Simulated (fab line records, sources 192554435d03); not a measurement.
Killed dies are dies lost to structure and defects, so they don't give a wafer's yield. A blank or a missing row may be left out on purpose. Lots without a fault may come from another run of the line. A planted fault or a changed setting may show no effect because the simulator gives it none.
fab line records | flow n5_finfet
record lots=4 wafers=12 last_day=18
route steps=1938 shown BEOL_M8@1377 BEOL_M9@1401 BEOL_M15@1830
lots that met no fault: from a run of the same line without faults
start_h: hours from the record's first day to the start of the lot's first wafer shown | wait_h: hours since the lot's step before | " the same as in the row above | L1.1+2: a row that stands for several wafers | - no value, or no start given | * or withheld: withheld | < > ~ a bound
route shown NAME@n: a module of which the file shows steps, and the number in the route of the first | usual: mean/standard deviation of fault-free wafers | same: alike in all rows | chamber/n: place in a boat | sites: the reading at each site | _std_site: their standard deviation | _edge_site: outer sites' mean less inner sites' | radius_mm: how far each site lies from the wafer's centre | mask NAME#n: copy n | behind: the tool/chamber that last shaped the wafer | hold: why the lot was held/for how many hours/how that ended | device: the transistor (n, p or np) that didn't switch | end of line: the same wafers' tests at the end of the route | a step without rows: its recipe alone | killed: dies lost to structure and defects at the first sort, not the wafer's yield | map: a wafer's dies, x killed, . not, _ none there
set.NAME: the setting as run; set.NAME@STEP: as run at that earlier step | model.NAME: the simulator's own value behind a step, which no gauge read
lots at some steps of the route; a table a step, a row a wafer
services: from which hour (start_h, from the record's first day; less than 0 if before it) a tool's chamber was out of use, for how many hours, and why
## steps
# step N5_BEOL_M8_TRENCH_ETCH_37
# recipe chemistry=C4F6/O2 target_depth_a=934.78 target=SiCOH_lowk time_s=31.2 ion_energy_ev=250 pressure_mtorr=30 source_w=345 bias_w=185 Ar_flow_sccm=300 C4F6_flow_sccm=10 O2_flow_sccm=10
# step N5_BEOL_M8_ETCH_41
# recipe chemistry=CH3F/O2 target=SiCN target_depth_a=319 taper_deg=2 time_s=57.8 ion_energy_ev=120 mask_material=TiN pressure_mtorr=30 source_w=395 bias_w=75 Ar_flow_sccm=150 CH3F_flow_sccm=30 O2_flow_sccm=20
# step N5_BEOL_M8_STRIP_80
# recipe chemistry=N2/H2 time_s=10 power_w=450 temp_c=40 pressure_mtorr=20 rf_frequency_hz=6e+07 bias_power_w=7 n2_flow_sccm=200 h2_flow_sccm=200
# step N5_BEOL_M8_HM_STRIP_39
# recipe chemistry=peroxide_tin_strip material=TiN target_depth_a=250 temp_c=50 time_s=158
# step N5_BEOL_M8_SRD_40
# recipe time_s=30 temp_c=23 rinse_liquid=diw dry=ipa_marangoni
# step N5_BEOL_M8_PRECLEAN_42
# recipe chemistry=residue_remover time_s=60 temp_c=40
# step N5_BEOL_M8_SRD_43
# recipe time_s=30 temp_c=23 rinse_liquid=diw dry=ipa_marangoni
# step N5_BEOL_M8_CURE_75
# recipe temp_c=370 time_s=120 ambient=DMADMS/He material=SiCOH_lowk
# step N5_BEOL_M8_DEGAS_44
# recipe ambient=vacuum temp_c=250 time_s=60
# step N5_BEOL_M8_PRE_CLEAN_45
# recipe gas=H2/He time_s=30 temp_c=250
# step N5_BEOL_M8_ALD_77
# recipe material=TaN target_thk_a=20 temp_c=275 ald_precursor_family=PDMAT ald_co_reactant=NH3 pressure_torr=3 carrier_flow_sccm=1500 pulse_time_s=2 purge_time_s=3 co_reactant_purge_time_s=2 co_reactant_pulse_time_s=3 ald_cycles=40 precursor_vessel_temp_c=75 precursor_vessel_pressure_torr=26.25 precursor_vessel_carrier_sccm=1000
# usual ald_cycles=40/0 heater_power_w=438/50 precursor_vessel_carrier_sccm=999.8/2.6
# columns lot.wafer tool chamber start_h wait_h ald_cycles heater_power_w precursor_vessel_carrier_sccm model.TaN_of_BEOL_M8_ALD_77.thk_nm
L784.1 ald_metal-01 1 253.20 0.0 40 524 998.6 2
L784.5 " 3 " " 61 488 1001.1 3
L784.6 " 2 " " 40 482 997.3 2
L786.2 ald_metal-01 3 262.73 0.1 40 495 1005.9 2
L786.3 " 1 " " 61 500 998.1 3
L786.5 " 1 " " 61 531 996.8 3
L796.2 ald_metal-01 3 326.22 0.3 40 494 1000.5 2
L796.3 " 0 " " 40 415 999.7 2
L796.5 " 2 " " 40 464 1000.8 2
L802.2 ald_metal-01 1 354.97 0.1 40 499 997.8 2
L802.3 " 2 " " 40 472 996.6 2
L802.5 " 0 " " 40 399 996.1 2
# step N5_BEOL_M8_SURFACE_TREAT_79
# recipe gas=Ar time_s=* ion_energy_ev=* ion_current_ma_cm2=0.5 pressure_mtorr=* ar_flow_sccm=30
# step N5_BEOL_M8_CVD_78
# recipe material=Co target_thk_a=20 temp_c=withheld precursor=CCTBA/H2 pressure_torr=30 time_s=142.3
# step N5_BEOL_M8_SPUTTER_48
# recipe material=Cu target_thk_a=100 temp_c=-20 bias_v=60 power_w=26000 chamber_pressure_pa=0.13 time_s=1.667
# step N5_BEOL_M8_ECD_50
# recipe material=Cu target_thk_a=3000
# step N5_BEOL_M8_ANNEAL_51
# recipe temp_c=225 time_s=90 ambient=N2
# step N5_BEOL_M8_CMP_52
# recipe stop_on=SiCOH_lowk t_overpolish_s=6.9 down_force_psi=1 platen_rpm=50 clearing_platen_down_force_psi=1.5 clearing_platen_rpm=50 post_cmp_clean=cu_alkaline target_thk_nm=80 clearing_platen_pad_velocity_m_s=0.99484 pad_velocity_m_s=0.99484
# usual barrier_field_endpoint_s=28.9/0.63 edge_zone_pressure_frac=0.999/0.005 motor_current_A=6.2/0.81 retaining_ring_pressure_frac=1.000/0.0054
# columns lot.wafer tool chamber start_h wait_h barrier_field_endpoint_s edge_zone_pressure_frac motor_current_A retaining_ring_pressure_frac
L784.1 cmp-03 3 254.59 0.6 29.0 0.998 8.0 0.998
L784.5 " 1 " " 31.6 0.998 5.8 0.993
L784.6 " 2 " " 30.6 0.995 6.6 1.002
L786.2 cmp-03 0 263.85 0.2 29.4 0.997 5.3 0.994
L786.3 " 1 " " 30.1 1.001 5.7 0.998
L786.5 " 0 " " 30.4 0.997 5.6 0.992
L796.3 cmp-03 0 329.22 0.2 28.0 0.998 5.7 0.998
L796.2 " 2 " " 28.8 0.994 6.3 0.995
L796.5 " 3 " " 28.5 0.995 8.2 0.997
L802.2 cmp-03 0 356.31 0.3 28.4 0.999 5.7 1.004
L802.3 " 1 " " 28.1 0.998 6.1 1.006
L802.5 " 2 " " 29.1 0.999 5.7 1.002
# step N5_BEOL_M8_PRE_CLEAN_55
# recipe gas=NH3 time_s=15 temp_c=withheld rf_power_w=300
# step N5_BEOL_M8_DEP_56
# recipe material=SiCN target_thk_a=100 temp_c=withheld precursor=3MS/NH3 pressure_torr=3 rf_w=202 time_s=17.5
# step N5_BEOL_M9_ILD_DEP_00
# recipe material=SiCOH_lowk target_thk_a=3085.1 temp_c=300 precursor=DEMS/porogen pressure_torr=5 rf_w=500 time_s=58
# step N5_BEOL_M9_CURE_71
# recipe temp_c=385 time_s=240 ambient=He/Ar material=SiCOH_lowk
# step N5_BEOL_M9_PECVD_70
# recipe material=SiO2 target_thk_a=200 temp_c=400 precursor=TEOS/O2 pressure_torr=5.5 rf_w=450 teos_flow_sccm=53.8 gas=O2 flow_sccm=3000 time_s=22.7
# step N5_BEOL_M9_HM_DEP_02
# recipe material=TiN target_thk_a=200 temp_c=25 chamber_pressure_pa=0.49996
# step N5_BEOL_M9_COAT_59
# recipe resist=SOC temp_c=250 time_s=60 spin_rpm=1500 resist_thk_nm=100
# step N5_BEOL_M9_COAT_60
# recipe resist=SiARC temp_c=220 time_s=60 spin_rpm=1500 resist_thk_nm=30
# step N5_BEOL_M9_COAT_05
# recipe resist=CAR-ArF spin_rpm=1500 resist_thk_nm=90
# step N5_BEOL_M9_EBR_07
# recipe solvent=PGMEA ebr_width_mm=1.5
# step N5_BEOL_M9_SOFTBAKE_06
# recipe temp_c=110 time_s=60 resist=CAR-ArF
# step N5_BEOL_M9_EXPOSE_08
# recipe mask_id=M9 na=1.35 source_shape=dipole sigma_inner=0.411 sigma_outer=0.611 polarization=te dose_mj=53.75
# step N5_BEOL_M9_PEB_09
# recipe peb_temp_c=withheld peb_time_s=60 resist=CAR-ArF
# step N5_BEOL_M9_DEVELOP_10
# recipe develop_time_s=30 developer=TMAH resist=CAR-ArF rinse_liquid=diw dry=air_spin dev_temp_c=23
# step N5_BEOL_M9_DESCUM_16
# recipe chemistry=O2 time_s=7.9 source_power_w=50 bias_power_w=20 pressure_mtorr=20 rf_frequency_hz=2.712e+07 temp_c=40 resist=CAR-ArF o2_flow_sccm=225
# step N5_BEOL_M9_ETCH_61
# recipe chemistry=CF4 target=SiARC target_depth_a=390 mask_material=CAR-ArF time_s=65 ion_energy_ev=80 pressure_mtorr=40 source_w=545 bias_w=36 Ar_flow_sccm=100 cf4_flow_sccm=100 ends=cleared
# step N5_BEOL_M15_RC_MEAS_101
# usual etest_temp_c=25.00/0.098 COMB_M10=1.6e-11/3.3e-12 COMB_M11=1.5e-11/3e-12 COMB_M11_max_site=2.2e-11/4.9e-12 COMB_M12=7.1e-12/1.4e-12 COMB_M12_max_site=9.8e-12/2.3e-12 COMB_M13=5.5e-12/1.1e-12 COMB_M14=4.3e-12/7.3e-13 COMB_M14_max_site=5.9e-12/1.1e-12 COMB_M15=3.1e-12/6.9e-13 COMB_M5=3.7e-11/7.1e-12 COMB_M5_max_site=5.3e-11/1.3e-11 COMB_M6=2.5e-11/4.7e-12 COMB_M7=2.6e-11/5.1e-12 COMB_M8=2.6e-11/5.6e-12 COMB_M9=1.6e-11/3.3e-12 SERP_M10=3.07/0.073 SERP_M11=3.07/0.068 SERP_M12=0.641/0.015 SERP_M13=0.309/0.0059 SERP_M14=0.161/0.003 SERP_M5=38.3/1.4 SERP_M6=13.9/0.42 SERP_M7=13.8/0.44 SERP_M8=13.8/0.49 SERP_M8_max_site=14.4/0.58 SERP_M9=3.06/0.063
# columns lot.wafer tool chamber start_h wait_h etest_temp_c COMB_M10[S/m] COMB_M11[S/m] COMB_M11_max_site[S/m] COMB_M12[S/m] COMB_M12_max_site[S/m] COMB_M13[S/m] COMB_M14[S/m] COMB_M14_max_site[S/m] COMB_M15[S/m] COMB_M5[S/m] COMB_M5_max_site[S/m] COMB_M6[S/m] COMB_M7[S/m] COMB_M8[S/m] COMB_M9[S/m] SERP_M10[ohm/um] SERP_M11[ohm/um] SERP_M12[ohm/um] SERP_M13[ohm/um] SERP_M14[ohm/um] SERP_M5[ohm/um] SERP_M6[ohm/um] SERP_M7[ohm/um] SERP_M8[ohm/um] SERP_M8_max_site[ohm/um] SERP_M9[ohm/um]
L784.1 prober-02 0 305.17 0.1 25.11 1.5e-11 1.21e-11 2.3e-11 8e-12 1.11e-11 7.9e-12 4.6e-12 5.5e-12 2.5e-12 2.8e-11 4.2e-11 2.9e-11 2.6e-11 2.1e-11 1.7e-11 3.01 3.18 0.661 0.308 0.165 37.6 13.9 14.1 13.9 14.4 3.03
L784.5 " 0 " " 25.11 1.8e-11 1.47e-11 1.8e-11 7e-12 1.13e-11 6.5e-12 3.9e-12 4.6e-12 3.9e-12 3.6e-11 5.7e-11 2e-11 2.7e-11 1.9e-11 1.7e-11 3.11 3.09 0.660 0.318 0.162 38.5 14.3 14.6 15.2 16.1 3.06
L784.6 " 0 " " 25.02 1.7e-11 1.53e-11 2e-11 1.22e-11 1.98e-11 5.2e-12 4.5e-12 5.8e-12 4.1e-12 2.4e-11 3.6e-11 3.1e-11 3.3e-11 2.9e-11 1.6e-11 3.00 3.18 0.634 0.308 0.160 38.2 15.2 14.8 13.8 14.3 3.14
L786.2 prober-02 0 314.57 0.2 25.08 1.5e-11 1.75e-11 2.2e-11 6.5e-12 8.5e-12 5.7e-12 4.2e-12 5.9e-12 2.6e-12 4.7e-11 5.8e-11 2.8e-11 2.1e-11 1.9e-11 1.5e-11 3.07 2.98 0.639 0.313 0.159 39.1 14.0 14.3 13.1 13.7 2.92
L786.3 " 0 " " 24.94 1.4e-11 2.16e-11 2.8e-11 6.9e-12 9.4e-12 4.9e-12 4.4e-12 5.3e-12 3.1e-12 4.4e-11 6.5e-11 2.1e-11 2.8e-11 2.4e-11 1.7e-11 3.20 3.06 0.639 0.317 0.165 38.3 13.9 14.8 16.5 17.1 2.98
L786.5 " 0 " " 24.91 1.5e-11 1.29e-11 2.9e-11 8.7e-12 1.24e-11 4.8e-12 4.3e-12 7.9e-12 3.6e-12 3.9e-11 7e-11 2e-11 2.2e-11 4.5e-11 1.7e-11 3.15 3.01 0.640 0.305 0.165 39.0 13.4 14.3 14.9 15.5 3.16
L796.2 prober-02 0 398.74 0.2 25.10 1.6e-11 1.38e-11 1.9e-11 7e-12 7.8e-12 6.6e-12 4.2e-12 7.7e-12 3.4e-12 4.6e-11 7.2e-11 2.9e-11 2.2e-11 1.9e-11 1.4e-11 3.00 3.02 0.620 0.299 0.156 37.5 14.2 13.3 13.8 14.7 3.11
L796.3 " 0 " " 24.99 2e-11 1.15e-11 1.5e-11 7.7e-12 9.1e-12 5.4e-12 4.4e-12 5.9e-12 2.7e-12 5e-11 1.04e-10 2.5e-11 2.2e-11 2.2e-11 1.2e-11 2.95 3.12 0.625 0.303 0.161 39.2 13.1 13.0 14.0 14.3 3.11
L796.5 " 0 " " 25.01 1.4e-11 1.12e-11 1.5e-11 7.4e-12 9.6e-12 6.1e-12 4.4e-12 6.7e-12 3.4e-12 4.7e-11 5.6e-11 3.7e-11 1.6e-11 2.5e-11 1.6e-11 2.98 3.03 0.629 0.305 0.162 39.2 13.2 14.1 13.8 14.9 3.08
L802.2 prober-01 0 421.50 0.2 24.86 2.2e-11 1.69e-11 2.1e-11 6.9e-12 9.7e-12 5e-12 3.6e-12 5.8e-12 2.4e-12 4.2e-11 5.2e-11 2.1e-11 2.1e-11 2.7e-11 1.1e-11 3.08 3.11 0.648 0.316 0.166 38.3 14.0 14.0 13.8 14.2 3.03
L802.3 " 0 " " 25.02 1.9e-11 1.17e-11 1.6e-11 6.6e-12 8.9e-12 6.3e-12 4.8e-12 6.7e-12 2.7e-12 3.1e-11 4.6e-11 2.4e-11 3.1e-11 1.9e-11 1.2e-11 3.00 3.12 0.638 0.312 0.162 38.8 14.5 13.9 13.7 14.0 2.98
L802.5 " 0 " " 24.85 1.5e-11 1.64e-11 3e-11 7.3e-12 8.2e-12 4.8e-12 4e-12 5.9e-12 2.3e-12 3e-11 4.5e-11 3e-11 1.9e-11 2.9e-11 1.3e-11 3.12 3.02 0.632 0.302 0.161 39.4 13.8 13.8 13.9 14.6 3.01
# sites SERP_M8 radius_mm=0,75,75,75,75,140,140,140,140
L784.1 13.9 14.4 13.9 14.1 13.7 14.0 13.4 14.4 13.4
L786.2 13.7 12.9 13.6 13.4 13.4 12.9 13.0 13.1 12.5
L796.2 12.9 13.3 13.8 13.1 13.3 14.5 14.2 14.2 14.7
L802.2 14.2 14.1 13.7 13.8 13.9 13.8 13.3 13.4 13.8
## services
# columns tool chamber start_h hours kind
cmp-03 - 243.11 0.5 repair
ald_metal-01 2 304.44 2.0 repair
ald_metal-01 - 337.25 14.0 pm
ald_metal-01 0 337.25 14.0 vent_cycle
ald_metal-01 1 337.25 14.0 vent_cycle
ald_metal-01 2 337.25 14.0 vent_cycle
ald_metal-01 3 337.25 14.0 vent_cycle
cmp-03 - 350.81 3.5 repair
ald_metal-01 0 351.25 - clean
ald_metal-01 1 351.25 - clean
ald_metal-01 2 351.25 - clean
ald_metal-01 3 351.25 - clean
## key
first_sign step=N5_BEOL_M8_ALD_77 reading=ald_cycles direction=up sigmas=99+ usual=* struck=*
effect step=N5_BEOL_M8_CMP_52 reading=barrier_field_endpoint_s direction=up sigmas=2.9 usual=28.9 struck=30.7
effect step=N5_BEOL_M15_RC_MEAS_101 reading=SERP_M8 direction=up sigmas=3.5 usual=13.8 struck=15.5
model_effect step=N5_BEOL_M8_ALD_77 value=TaN_of_BEOL_M8_ALD_77.thk_nm without=2 struck=3
met_at N5_BEOL_M8_ALD_77
struck_wafers L784.5,L786.3,L786.5
fault kind=process_parameter_drift tool=ald_metal-01 chamber=- onset_h=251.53 steps=N5_BEOL_M8_ALD_77 channel=ald_cycles offset=* shape=step end_h=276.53 scope=struck_wafers_only acts_in=* stated=*
